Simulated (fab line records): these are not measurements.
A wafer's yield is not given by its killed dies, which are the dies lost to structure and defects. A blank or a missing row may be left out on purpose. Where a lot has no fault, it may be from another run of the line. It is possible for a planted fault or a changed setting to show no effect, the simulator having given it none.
Problem report, 8D (eight disciplines) form, completed by code / flow nand_harc / the parts of the form that need people (team, actions taken, sign-off) are left out

1. PROBLEM STATEMENT
Mean of oes_product_au at NHARC_A_CONTACT_ETCH_77: 0.847 a.u. across 2 wafers in 2 lots; on wafers with no fault it is 0.939 a.u. (standard deviation 0.02). That is -4.6 standard deviations from the usual mean.
The step: etches the open film in CF4/CHF3, target depth 72.6 nm, time 36.3 s.
First observed at day 19 09:26: wafer L475.2, on rie_diel-03. At this step, 38 wafers from 13 lots have a number in the record. Rule for "out", or "out of limits": more than 4 standard deviations from the usual mean. The other wafers with a number count as sound.

2. WHAT THIS IS AND IS NOT
question=which readings at this step | is=oes_product_au | is not=cf4_flow_sccm, drypump_motor_current_A, rf_fwd_power_W, rf_vpp_V, showerhead_plenum_p_Torr, throttle_valve_pct
question=which lots | is=L473, L475 | is not=L464, L465, L466, L467, L472, L479, L481, L484, L485, L486, L487
question=which wafers of those lots | is=L473.2, L475.2 | is not=L473.3, L473.5, L475.1
question=read on which tools | is=rie_diel-03 | is not=rie_diel-08, rie_diel-13
question=when | is=from day 19 09:26 | is not=up to then (16 sound wafers); but 20 sound wafers of L473, L479, L481, L484, L485, L486, L487 came after

3. THE SUSPECTS, EACH WITH WHAT RULES IT OUT
Counting: if a tool at a process step up to the reading ran every lot that is out, it stays a suspect. Sound lots after the first of them don't rule it out here, since some wafers of a struck lot are sound.
- rie_diel-03 at NHARC_A_CONTACT_ETCH_77 (etches the open film in CF4/CHF3, target depth 72.6 nm, time 36.3 s): kept. It ran every lot that is out, first L475 (day 19 09:26); its last sound lot up to then is L467 (day 17 19:13). Its own oes_product_au readings are out on those wafers.
- Within rie_diel-03 at NHARC_A_CONTACT_ETCH_77: the wafers that are out ran in chambers 0, 1; their sound lot-mates ran in chambers 2, 3.
After counting, what remains is rie_diel-03 at NHARC_A_CONTACT_ETCH_77.

4. THE CAUSE (what the simulator had put in)
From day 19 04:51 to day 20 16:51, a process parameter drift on rie_diel-03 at NHARC_A_CONTACT_ETCH_77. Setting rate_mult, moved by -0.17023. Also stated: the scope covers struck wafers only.
The count eliminated every tool but this one.

5. THE CHAIN OF EFFECTS, in route order
One row per reading whose mean, taken over the struck wafers that have a number, lies over 3 standard deviations from the usual. Only readings whose record carries a usual standard deviation are examined. hours: median over the lots of the time between each lot's start at the first step of this table that gives one and its start at this step. sigmas: the change, counted in usual standard deviations.
hours=0; step=NHARC_A_CONTACT_ETCH_77; reading=oes_product_au; usual=0.939 a.u.; on struck wafers=0.847; change=-0.092; sigmas=-4.6
Here are the process steps it includes:
- NHARC_A_CONTACT_ETCH_77: etches the open film in CF4/CHF3, target depth 72.6 nm, time 36.3 s.

6. WHAT WOULD HAVE CAUGHT IT SOONER
In this record the first reading out of limits was taken at day 19 09:26, 5 hours after the fault began at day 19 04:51.
